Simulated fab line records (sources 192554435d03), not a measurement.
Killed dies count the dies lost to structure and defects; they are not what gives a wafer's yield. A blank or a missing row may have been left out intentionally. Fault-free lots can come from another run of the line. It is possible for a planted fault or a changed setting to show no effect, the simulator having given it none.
Chamber matching | flow n5 finfet | 4 sister chambers for N5_DUMMY_REMOVAL_HM_STRIP_01 on rie diel-02
The step strips SiNx in CH3F/O2, stops on poly-Si, target depth 4 nm, time 6.8 s. 18 wafers are shown with their chamber, then 9 later ones without.

WAFERS WITH THEIR CHAMBER
wafer  | chamber | showerhead plenum p Torr (Torr) | throttle valve pct (%) | drypump motor current A (A)
L074.4 | 1       | 1.98                            | 16.63                  | 6.0
L074.5 | 3       | 2.07                            | 16.29                  | 5.6
L074.6 | 2       | 1.97                            | 16.60                  | 6.0
L076.1 | 0       | 1.99                            | 16.39                  | 5.9
L076.3 | 2       | 1.96                            | 16.62                  | 6.0
L076.5 | 3       | 2.07                            | 16.32                  | 5.6
L078.1 | 0       | 1.99                            | 16.39                  | 5.9
L078.3 | 2       | 1.96                            | 16.60                  | 6.0
L078.5 | 0       | 1.99                            | 16.40                  | 5.9
L081.3 | 1       | 1.97                            | 16.63                  | 6.1
L081.4 | 3       | 2.07                            | 16.32                  | 5.6
L081.5 | 1       | 1.97                            | 16.65                  | 6.1
L084.4 | 3       | 2.06                            | 16.35                  | 5.6
L084.5 | 0       | 1.99                            | 16.42                  | 6.0
L084.6 | 1       | 1.97                            | 16.66                  | 6.1
L085.2 | 3       | 2.06                            | 16.34                  | 5.6
L085.4 | 3       | 2.06                            | 16.34                  | 5.5
L085.5 | 3       | 2.06                            | 16.34                  | 5.6

SIGNATURES (means of the wafers above)
reading                  | chamber 0 | chamber 1 | chamber 2 | chamber 3 | scatter within a chamber
showerhead plenum p Torr | 1.9900    | 1.9725    | 1.9633    | 2.0643    | 0.00473
throttle valve pct       | 16.4000   | 16.6425   | 16.6067   | 16.3286   | 0.017
drypump motor current A  | 5.925     | 6.075     | 6.000     | 5.586     | 0.041
Rule: for a wafer and a chamber, the distance is found by dividing, reading by reading, the gap between the wafer's reading and the chamber's mean by the reading's scatter, squaring, summing and taking the root. If the next closest chamber is less than 2 further off than the closest, the wafer can't be placed; otherwise it belongs to the closest. The scatter: take each reading less its chamber's mean, square it, sum over the shown wafers, divide by the number of wafers less the number of chambers, and take the root.

WAFERS WITHOUT THEIR CHAMBER
wafer  | showerhead plenum p Torr (Torr) | throttle valve pct (%) | drypump motor current A (A)
L091.1 | 2.06                            | 16.36                  | 5.5
L091.2 | 1.96                            | 16.16                  | 6.0
L091.6 | 2.06                            | 16.36                  | 5.6
L097.2 | 1.95                            | 16.20                  | 6.0
L097.3 | 1.97                            | 16.17                  | 6.1
L097.6 | 2.06                            | 16.38                  | 5.6
L096.3 | 2.05                            | 16.39                  | 5.6
L096.4 | 1.98                            | 16.46                  | 5.9
L096.6 | 2.05                            | 16.38                  | 5.5

WHICH CHAMBER EACH WENT THROUGH
wafer  | from the rows above | in truth
L091.1 | 3                   | 3
L091.2 | 0                   | 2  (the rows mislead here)
L091.6 | 3                   | 3
L097.2 | 0                   | 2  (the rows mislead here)
L097.3 | 0                   | 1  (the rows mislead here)
L097.6 | 3                   | 3
L096.3 | 3                   | 3
L096.4 | 0                   | 0
L096.6 | 3                   | 3
Correctly placed: 6 of 9. From these rows, 0 cannot be placed. Placed wrongly: 3.
